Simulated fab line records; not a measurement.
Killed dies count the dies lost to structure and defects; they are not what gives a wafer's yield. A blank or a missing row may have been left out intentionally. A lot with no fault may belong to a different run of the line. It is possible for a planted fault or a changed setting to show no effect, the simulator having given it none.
fab line records    flow nandHarc
record lots=13  wafers=39  lastDay=33
route steps=1302 shown A_ONON_D1@425 END@1302
lots that met no fault: from a run of the same line without faults
startH: start of the lot's first displayed wafer, in hours after the record's first day    waitH: hours since the lot's step before    " the same as in the row above    L1.1+2: one row covering several wafers at once    - no value, or no start was given    * or withheld: withheld    < > ~ a bound
route shown NAME@n: names a module that has steps shown in the file, with the first one's number in the route    usual: mean/standard deviation of fault-free wafers    same: alike in all rows    chamber/n: place in a boat    sites: each site's reading    _std_site: how widely they spread, as a standard deviation    _edge_site: the outer-site mean with the inner-site mean subtracted    radiusMm: how far each site lies from the wafer's centre    mask NAME#n: copy n    behind: the most recent tool/chamber to have shaped the wafer    hold: what put the lot on hold/how long, in hours/how the hold closed    device: transistor that didn't switch, given as n, p or np    end of line: the tests these same wafers got at the end of their route    step lacking rows: just its recipe    killed: not the wafer's yield, but the dies lost to structure and defects at the first sort    map: per-die view of a wafer (x killed, . not killed, _ where there is no die)
set.NAME: the setting the step ran with; set.NAME@STEP: the setting that earlier step ran with    model.NAME: the simulator's own value behind a step, which no gauge read
a sample of lots followed through the steps of the route, with each step as a table and each wafer as a row
services: when a tool's chamber went out of use (startH, in hours from the record's first day, below 0 if earlier), for how many hours, and the reason
## steps
# step NHARC_A_ONON_D1_THK_MEAS_02
# recipe thkMeasGauge=ellipsometry
# usual thkNm=1000/10
lot.wafer  tool          chamber  startH  waitH  thkNm
L374.1     filmMetro-02  -        176.98  -      1004
L374.3     "             -        "       "      1001
L374.5     "             -        "       "      1001
L373.1     filmMetro-01  -        176.99  -      1001
L373.2     "             -        "       "      1001
L373.3     "             -        "       "      1000
L375.1     filmMetro-01  -        183.64  -      992
L375.4     "             -        "       "      991
L375.5     "             -        "       "      989
L377.1     filmMetro-01  -        208.36  -      1022
L377.2     "             -        "       "      1021
L377.3     "             -        "       "      1022
L378.1     filmMetro-02  -        215.57  -      978
L378.2     "             -        "       "      977
L378.3     "             -        "       "      978
L379.1     filmMetro-02  -        224.65  -      992
L379.2     "             -        "       "      994
L379.6     "             -        "       "      993
L382.1     filmMetro-01  -        249.97  -      1003
L382.2     "             -        "       "      1002
L382.6     "             -        "       "      1001
L381.1     filmMetro-02  -        249.97  -      998
L381.2     "             -        "       "      997
L381.3     "             -        "       "      997
L386.1     filmMetro-02  -        290.47  -      1004
L386.2     "             -        "       "      1003
L386.4     "             -        "       "      1005
L393.1     filmMetro-02  -        367.60  -      1007
L393.3     "             -        "       "      1009
L393.6     "             -        "       "      1008
L394.1     filmMetro-01  -        367.60  -      1005
L394.2     "             -        "       "      1005
L394.5     "             -        "       "      1005
L395.1     filmMetro-01  -        381.09  -      1000
L395.2     "             -        "       "      1000
L395.5     "             -        "       "      1001
L396.2     filmMetro-02  -        390.79  -      1005
L396.3     "             -        "       "      1004
L396.4     "             -        "       "      1005
# step NHARC_A_ONON_D1_THK_MEAS_27
# recipe thkMeasGauge=ellipsometry
# usual thkNm=1000/8.2
lot.wafer  tool          chamber  startH  waitH  thkNm
L373.1     filmMetro-01  -        188.83  -      987
L373.2     "             -        "       "      987
L373.3     "             -        "       "      987
L374.1     filmMetro-01  -        188.87  -      1008
L374.3     "             -        "       "      1008
L374.5     "             -        "       "      1009
L375.1     filmMetro-02  -        196.75  -      1003
L375.4     "             -        "       "      1003
L375.5     "             -        "       "      1001
L377.1     filmMetro-02  -        220.05  -      1008
L377.2     "             -        "       "      1011
L377.3     "             -        "       "      1008
L378.1     filmMetro-02  -        227.97  -      987
L378.2     "             -        "       "      987
L378.3     "             -        "       "      987
L379.1     filmMetro-02  -        236.43  -      994
L379.2     "             -        "       "      993
L379.6     "             -        "       "      994
L382.1     filmMetro-02  -        261.67  -      1006
L382.2     "             -        "       "      1003
L382.6     "             -        "       "      1004
L381.1     filmMetro-01  -        261.68  -      1015
L381.2     "             -        "       "      1013
L381.3     "             -        "       "      1014
L386.1     filmMetro-02  -        302.19  -      996
L386.2     "             -        "       "      994
L386.4     "             -        "       "      996
L394.1     filmMetro-01  -        380.27  -      1003
L394.2     "             -        "       "      1002
L394.5     "             -        "       "      1004
L393.1     filmMetro-01  -        380.28  -      1008
L393.3     "             -        "       "      1007
L393.6     "             -        "       "      1009
L395.1     filmMetro-02  -        394.38  -      995
L395.2     "             -        "       "      996
L395.5     "             -        "       "      996
L396.2     filmMetro-01  -        403.34  -      1009
L396.3     "             -        "       "      1009
L396.4     "             -        "       "      1011
# step NHARC_A_ONON_D1_DEP_33
# recipe targetThkA=2000  tempC=400  pressureTorr=6.5  rfW=900  teosFlowSccm=161.4  flowSccm=2650  targetThkNm=200  gas=O2  material=SiO2
# usual heaterPowerW=546/55  mfcPrecursorSccm=161.4/0.5  susceptorTempC=399.99/0.23  throttleValvePct=15.7/0.76
lot.wafer  tool      chamber  startH  waitH  heaterPowerW  mfcPrecursorSccm  susceptorTempC  throttleValvePct
L373.1     pecvd-02  1        189.59  0.1    552           161.8             400.09          14.8
L373.3     "         2        "       "      469           162.3             400.21          15.6
L373.2     "         0        "       "      534           161.1             400.46          16.3
L374.1     pecvd-04  2        189.67  0.1    489           160.7             400.21          17.2
L374.3     "         0        "       "      630           160.7             400.16          16.6
L374.5     "         2        "       "      489           161.0             399.74          17.1
L375.1     pecvd-02  2        197.46  0.1    531           161.4             400.54          15.3
L375.5     "         1        "       "      545           160.8             400.42          14.9
L375.4     "         2        "       "      546           161.8             400.31          15.4
L377.3     pecvd-03  0        220.68  0.1    590           162.2             399.86          16.7
L377.1     "         1        "       "      621           161.8             399.98          15.7
L377.2     "         2        "       "      500           162.2             399.85          15.1
L378.3     pecvd-04  2        228.59  0.1    536           161.4             399.82          16.9
L378.2     "         0        "       "      580           161.7             399.99          16.6
L378.1     "         1        "       "      663           162.0             399.74          15.7
L379.2     pecvd-03  2        237.10  0.1    500           161.2             399.96          14.9
L379.1     "         0        "       "      488           161.9             399.89          16.6
L379.6     "         0        "       "      508           161.9             399.95          16.8
L382.1     pecvd-02  0        262.30  0.1    450           161.8             400.12          15.6
L382.2     "         2        "       "      466           160.9             399.57          14.8
L382.6     "         0        "       "      468           161.5             399.78          15.7
L381.1     pecvd-04  0        262.31  0.1    585           161.3             399.80          16.6
L381.2     "         1        "       "      591           161.6             400.08          15.4
L381.3     "         2        "       "      594           161.0             400.30          17.3
L386.2     pecvd-02  1        302.83  0.1    502           160.7             399.68          14.2
L386.1     "         2        "       "      463           232.9             399.66          15.9
L386.4     "         0        "       "      593           162.3             399.51          15.9
L394.1     pecvd-03  0        380.89  0.1    637           160.8             399.84          16.3
L394.2     "         2        "       "      456           161.2             399.94          14.8
L394.5     "         2        "       "      480           161.1             400.02          14.6
L393.3     pecvd-04  2        380.96  0.1    475           160.5             400.10          16.5
L393.1     "         0        "       "      536           161.8             399.77          16.0
L393.6     "         0        "       "      579           161.1             400.23          16.2
L395.1     pecvd-03  0        395.00  0.1    626           162.5             400.19          16.5
L395.2     "         2        "       "      533           162.2             399.77          14.7
L395.5     "         0        "       "      624           161.8             399.90          16.5
L396.3     pecvd-02  1        403.97  0.1    579           161.8             400.07          14.4
L396.2     "         2        "       "      465           161.9             399.81          15.4
L396.4     "         2        "       "      476           161.5             399.69          15.5
# step NHARC_A_ONON_D1_THK_MEAS_34
# recipe thkMeasGauge=ellipsometry
# usual thkNm=199.6/2.7
lot.wafer  tool          chamber  startH  waitH  thkNm
L373.1     filmMetro-02  -        190.00  -      197.6
L373.2     "             -        "       "      198.4
L373.3     "             -        "       "      199.8
L374.1     filmMetro-01  -        190.03  -      197.1
L374.3     "             -        "       "      198.6
L374.5     "             -        "       "      199.6
L375.1     filmMetro-02  -        197.78  -      196.9
L375.4     "             -        "       "      199.5
L375.5     "             -        "       "      200.5
L377.1     filmMetro-01  -        221.10  -      194.3
L377.2     "             -        "       "      197.7
L377.3     "             -        "       "      196.3
L378.1     filmMetro-02  -        229.01  -      199.2
L378.2     "             -        "       "      200.5
L378.3     "             -        "       "      199.2
L379.1     filmMetro-02  -        237.46  -      205.1
L379.2     "             -        "       "      200.3
L379.6     "             -        "       "      203.6
L382.1     filmMetro-02  -        262.71  -      194.4
L382.2     "             -        "       "      196.5
L382.6     "             -        "       "      200.2
L381.1     filmMetro-01  -        262.72  -      198.7
L381.2     "             -        "       "      197.9
L381.3     "             -        "       "      200.8
L386.1     filmMetro-01  -        303.25  -      283.7
L386.2     "             -        "       "      199.2
L386.4     "             -        "       "      199.4
L394.1     filmMetro-01  -        381.30  -      198.1
L394.2     "             -        "       "      194.7
L394.5     "             -        "       "      197.5
L393.1     filmMetro-01  -        381.32  -      197.9
L393.3     "             -        "       "      197.5
L393.6     "             -        "       "      199.3
L395.1     filmMetro-02  -        395.42  -      196.5
L395.2     "             -        "       "      195.7
L395.5     "             -        "       "      202.8
L396.2     filmMetro-01  -        404.38  -      197.0
L396.3     "             -        "       "      201.7
L396.4     "             -        "       "      202.9
# step NHARC_A_ONON_D1_INSPECT_32
# usual rawDefectCount=77/29
lot.wafer  tool              chamber  startH  waitH  rawDefectCount
L373.1     defectInspect-02  -        190.06  0.0    65
L373.2     "                 -        "       "      84
L373.3     "                 -        "       "      118
L374.1     defectInspect-02  -        190.12  0.0    63
L374.3     "                 -        "       "      98
L374.5     "                 -        "       "      93
L375.1     defectInspect-02  -        197.87  0.0    91
L375.4     "                 -        "       "      62
L375.5     "                 -        "       "      47
L377.1     defectInspect-01  -        221.16  0.0    82
L377.2     "                 -        "       "      77
L377.3     "                 -        "       "      132
L378.1     defectInspect-01  -        229.07  0.0    58
L378.2     "                 -        "       "      63
L378.3     "                 -        "       "      44
L379.1     defectInspect-01  -        237.55  0.0    111
L379.2     "                 -        "       "      60
L379.6     "                 -        "       "      109
L382.1     defectInspect-02  -        262.77  0.0    76
L382.2     "                 -        "       "      69
L382.6     "                 -        "       "      89
L381.1     defectInspect-02  -        262.78  0.0    125
L381.2     "                 -        "       "      112
L381.3     "                 -        "       "      162
L386.1     defectInspect-02  -        303.33  0.0    91
L386.2     "                 -        "       "      66
L386.4     "                 -        "       "      45
L394.1     defectInspect-02  -        381.36  0.0    60
L394.2     "                 -        "       "      91
L394.5     "                 -        "       "      71
L393.1     defectInspect-02  -        381.39  0.0    92
L393.3     "                 -        "       "      88
L393.6     "                 -        "       "      93
L395.1     defectInspect-02  -        395.48  0.0    102
L395.2     "                 -        "       "      43
L395.5     "                 -        "       "      63
L396.2     defectInspect-02  -        404.46  0.0    57
L396.3     "                 -        "       "      60
L396.4     "                 -        "       "      69
# step NHARC_END_SORT_01
# recipe tempC=25
# usual killedAtArray=61/23  killedAtOther=1.3/1.4  killedAtPeriphery=4.0/2.6  killedDies=66/22  killedOpen=3.4/1.8  killedShort=2.3/1.4
# same grossDies=677
lot.wafer  tool       chamber  startH  waitH  killedAtArray  killedAtOther  killedAtPeriphery  killedDies  killedOpen  killedShort
L375.1     prober-02  0        580.60  2.5    55             1              2                  58          4           1
L375.4     prober-02  0        583.03  3.4    52             1              2                  55          0           3
L375.5     prober-02  0        583.84  3.7    44             0              0                  44          6           3
L377.1     prober-01  0        596.89  2.5    63             1              5                  69          6           3
L377.2     prober-01  0        597.70  2.8    56             0              4                  60          2           3
L377.3     prober-01  0        598.51  3.1    48             1              5                  54          0           3
L382.1     prober-02  0        640.61  2.5    27             1              6                  34          3           2
L382.2     prober-02  0        641.42  2.8    32             3              12                 47          5           4
L382.6     prober-02  0        644.64  4.0    32             5              8                  45          4           3
L381.1     prober-01  0        640.63  2.5    111            0              2                  113         2           1
L381.2     prober-01  0        641.43  2.8    103            1              6                  110         3           1
L381.3     prober-01  0        642.22  3.1    105            0              3                  108         5           3
# killed by level:class
L375.1 A_CHANNEL_HOLE_D1:chamberFilmFlake=39 A_CHANNEL_HOLE_D2:chamberFilmFlake=8 A_STAIRCASE:chamberFilmFlake=2 P_M0:geometricParticle:open=1 A_DECK1_JOINT:geometricParticle:open=1 A_CHANNEL_FILL_D2:geometricParticle:open=1 A_WL_FILL:geometricParticle:open=1 P_M0:chamberFilmFlake=1
L375.4 A_CHANNEL_HOLE_D1:chamberFilmFlake=35 A_CHANNEL_HOLE_D2:chamberFilmFlake=7 A_STAIRCASE:chamberFilmFlake=3 A_CHANNEL_FILL_D1:geometricParticle:short=2 A_CONTACT:chamberFilmFlake=2 A_ONON_D1:geometricParticle:short=1 P_ZERO_WELL:chamberFilmFlake=1 P_STI:chamberFilmFlake=1
L375.5 A_CHANNEL_HOLE_D1:chamberFilmFlake=21 A_CHANNEL_HOLE_D2:chamberFilmFlake=10 A_DECK1_JOINT:geometricParticle:open=2 A_CHANNEL_HOLE_D2:geometricParticle:open=2 A_CHANNEL_HOLE_D2:geometricParticle:short=2 A_CONTACT:chamberFilmFlake=2 A_ONON_D1:geometricParticle:open=1 A_CHANNEL_HOLE_D1:geometricParticle:open=1
L377.1 A_CHANNEL_HOLE_D1:chamberFilmFlake=38 A_CHANNEL_HOLE_D2:chamberFilmFlake=10 A_CONTACT:chamberFilmFlake=4 A_ONON_D2:geometricParticle:open=2 A_M1:chamberFilmFlake=2 P_GATE:geometricParticle:open=1 P_CONTACT:geometricParticle:open=1 A_SOURCE_PLATE:geometricParticle:open=1
L377.2 A_CHANNEL_HOLE_D1:chamberFilmFlake=29 A_CHANNEL_HOLE_D2:chamberFilmFlake=11 A_M1:chamberFilmFlake=4 A_WL_FILL:geometricParticle:short=2 P_STI:chamberFilmFlake=2 A_CHANNEL_FILL_D1:chamberFilmFlake=2 A_DECK1_JOINT:chamberFilmFlake=2 A_CONTACT:chamberFilmFlake=2
L377.3 A_CHANNEL_HOLE_D1:chamberFilmFlake=33 A_CHANNEL_HOLE_D2:chamberFilmFlake=9 P_STI:chamberFilmFlake=3 A_M1:chamberFilmFlake=2 P_GATE:geometricParticle:short=1 A_ONON_D1:geometricParticle:short=1 A_M1:geometricParticle:short=1 P_GATE:chamberFilmFlake=1
L382.1 A_CHANNEL_HOLE_D2:chamberFilmFlake=7 P_BONDPAD:chamberFilmFlake=4 A_CHANNEL_HOLE_D1:chamberFilmFlake=4 A_STAIRCASE:chamberFilmFlake=4 A_CHANNEL_HOLE_D2:geometricParticle:open=2 P_ZERO_WELL:chamberFilmFlake=2 A_SLIT:chamberFilmFlake=2 A_CONTACT:chamberFilmFlake=2
L381.1 A_CHANNEL_HOLE_D2:chamberFilmFlake=39 A_CHANNEL_HOLE_D1:chamberFilmFlake=35 A_SLIT:chamberFilmFlake=30 A_STAIRCASE:chamberFilmFlake=2 A_ONON_D1:geometricParticle:short=1 A_DECK1_JOINT:geometricParticle:open=1 A_M0:geometricParticle:open=1 P_STI:chamberFilmFlake=1
L382.2 A_CHANNEL_HOLE_D2:chamberFilmFlake=15 P_BONDPAD:chamberFilmFlake=6 A_CHANNEL_HOLE_D1:chamberFilmFlake=3 THIN_TSV:chamberFilmFlake=3 P_ZERO_WELL:chamberFilmFlake=2 A_ZERO_WELL:chamberFilmFlake=2 A_SLIT:chamberFilmFlake=2 A_CONTACT:chamberFilmFlake=2
L381.2 A_SLIT:chamberFilmFlake=35 A_CHANNEL_HOLE_D1:chamberFilmFlake=32 A_CHANNEL_HOLE_D2:chamberFilmFlake=32 P_CONTACT:geometricParticle:open=2 P_CONTACT:chamberFilmFlake=2 A_STAIRCASE:chamberFilmFlake=2 P_M0:geometricParticle:open=1 A_WL_FILL:geometricParticle:short=1
L381.3 A_SLIT:chamberFilmFlake=37 A_CHANNEL_HOLE_D1:chamberFilmFlake=30 A_CHANNEL_HOLE_D2:chamberFilmFlake=30 P_CONTACT:geometricParticle:open=2 A_DECK1_JOINT:geometricParticle:open=2 A_STAIRCASE:chamberFilmFlake=2 P_CONTACT:geometricParticle:short=1 A_CHANNEL_FILL_D1:geometricParticle:open=1
L382.6 A_CHANNEL_HOLE_D2:chamberFilmFlake=17 A_CONTACT:chamberFilmFlake=5 P_BONDPAD:chamberFilmFlake=4 THIN_TSV:chamberFilmFlake=4 A_CHANNEL_HOLE_D1:chamberFilmFlake=2 A_SLIT:chamberFilmFlake=2 P_GATE:geometricParticle:open=1 P_M0:geometricParticle:open=1
## services
tool      chamber  startH  hours  kind
pecvd-03  -        168.88  0.5    repair
pecvd-03  -        185.11  13.0   pm
pecvd-03  0        185.11  13.0   ventCycle
pecvd-03  1        185.11  13.0   ventCycle
pecvd-03  2        185.11  13.0   ventCycle
pecvd-03  0        198.11  -      clean
pecvd-03  1        198.11  -      clean
pecvd-03  2        198.11  -      clean
pecvd-02  -        227.11  13.0   pm
pecvd-02  0        227.11  13.0   ventCycle
pecvd-02  1        227.11  13.0   ventCycle
pecvd-02  2        227.11  13.0   ventCycle
pecvd-02  0        240.11  -      clean
pecvd-02  1        240.11  -      clean
pecvd-02  2        240.11  -      clean
pecvd-04  -        269.54  13.0   pm
pecvd-04  0        269.54  13.0   ventCycle
pecvd-04  1        269.54  13.0   ventCycle
pecvd-04  2        269.54  13.0   ventCycle
pecvd-04  1        285.51  4.9    repair
pecvd-03  -        307.94  1.1    repair
pecvd-04  2        347.90  14.0   repair
pecvd-02  -        361.38  0.6    repair
pecvd-03  -        366.11  13.0   pm
## key
firstSign step=NHARC_A_ONON_D1_DEP_33  reading=mfcPrecursorSccm  direction=up  sigmas=99+  usual=161.4  struck=232.9
effect step=NHARC_A_ONON_D1_THK_MEAS_34  reading=thkNm  direction=up  sigmas=32  usual=199.6  struck=283.7
metAt NHARC_A_ONON_D1_DEP_33
struckLots L386
struckWafers L386.1
testerLeftOut L386
notActingAt NHARC_A_ONON_D1_THK_MEAS_02,NHARC_A_ONON_D1_THK_MEAS_27,NHARC_A_ONON_D1_INSPECT_32
onsetBetween 262.30 302.83
fault kind=processParameterDrift  tool=pecvd-02  chamber=2  onsetH=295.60  steps=NHARC_A_ONON_D1_DEP_33  channel=teosFlowSccm  offset=*  shape=step  endH=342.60  actsIn=*  stated=*
# testerLeftOut: of these lots the tester's yield and bins aren't shown, on N5 and GAA mostly nor the transistor test; their killed dies are dies lost to structure and defects alone, not to doping, threshold or leakage, so they don't give the yield
